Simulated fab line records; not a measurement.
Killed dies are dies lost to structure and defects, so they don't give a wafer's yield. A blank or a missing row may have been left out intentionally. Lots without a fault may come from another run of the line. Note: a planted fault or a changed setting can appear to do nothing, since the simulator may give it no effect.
Matching of chambers	flow nand-harc	rie-diel-09 running NHARC_P_STI_ETCH_42: 4 sister chambers
The step etches the open film in N2/H2, target depth 80 nm, overetch 24 nm, time 61 s. 20 wafers are shown with their chamber, then 10 later ones without.

## WAFERS, EACH WITH ITS CHAMBER
wafer	chamber	drypump-motor-current-A (A)	oes-product-au (a.u.)	rf-vpp-V (V)
L074.2	2	5.8	0.976	433.1
L074.3	3	6.8	0.998	431.4
L074.6	3	6.8	1.011	429.7
L075.3	0	6.1	0.988	430.5
L075.5	2	5.8	0.988	433.3
L075.6	0	6.1	0.987	432.9
L076.2	3	6.8	1.014	430.3
L076.4	1	6.2	0.987	433.6
L076.5	1	6.2	0.990	433.3
L080.1	2	5.8	0.976	432.5
L080.3	3	6.8	0.997	428.9
L080.5	3	6.8	1.002	429.5
L083.1	1	6.2	0.991	433.3
L083.2	2	5.8	0.989	435.4
L083.6	2	5.8	0.990	433.5
L085.1	1	6.1	0.995	432.9
L085.3	3	6.8	1.013	432.0
L085.6	1	6.2	0.977	435.1
L089.3	3	6.8	1.011	429.5
L089.4	2	5.8	0.985	434.5

SIGNATURES (averages over the wafers above)
reading	chamber 0	chamber 1	chamber 2	chamber 3	scatter within a chamber
drypump-motor-current-A	6.100	6.180	5.800	6.800	0.0224
oes-product-au	0.98750	0.98800	0.98400	1.00657	0.00667
rf-vpp-V	431.700	433.640	433.717	430.186	1.09
Rule: distance of a wafer from a chamber = root of the sum over the readings of ((wafer's reading minus chamber's mean) / reading's scatter) squared. If the next closest chamber is less than 2 further off than the closest, the wafer can't be placed; otherwise it belongs to the closest. The scatter is the square root of a quotient: the sum, over the shown wafers, of each reading's squared deviation from its chamber's mean, divided by wafers minus chambers.

## WAFERS MISSING THEIR CHAMBER
wafer	drypump-motor-current-A (A)	oes-product-au (a.u.)	rf-vpp-V (V)
L089.6	5.8	0.968	435.2
L093.2	5.7	0.996	433.6
L093.3	6.2	0.983	433.9
L093.4	6.1	0.993	431.2
L096.1	5.8	0.991	435.7
L096.2	6.8	1.019	431.0
L096.4	6.1	0.995	434.0
L097.1	6.0	1.013	432.5
L097.2	6.2	0.978	431.3
L097.3	6.8	1.022	430.1

## THE CHAMBER EACH PASSED THROUGH
wafer	from the rows above	in truth
L089.6	2	2
L093.2	2	2
L093.3	1	1
L093.4	0	0
L096.1	2	2
L096.2	3	3
L096.4	can't be placed: 0 or 1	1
L097.1	0	0
L097.2	can't be placed: 1 or 0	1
L097.3	3	3
Placed correctly: 8 of 10. Can't be placed from these rows: 2 (the true chamber is among the candidates in 2). Wrongly placed: 0.
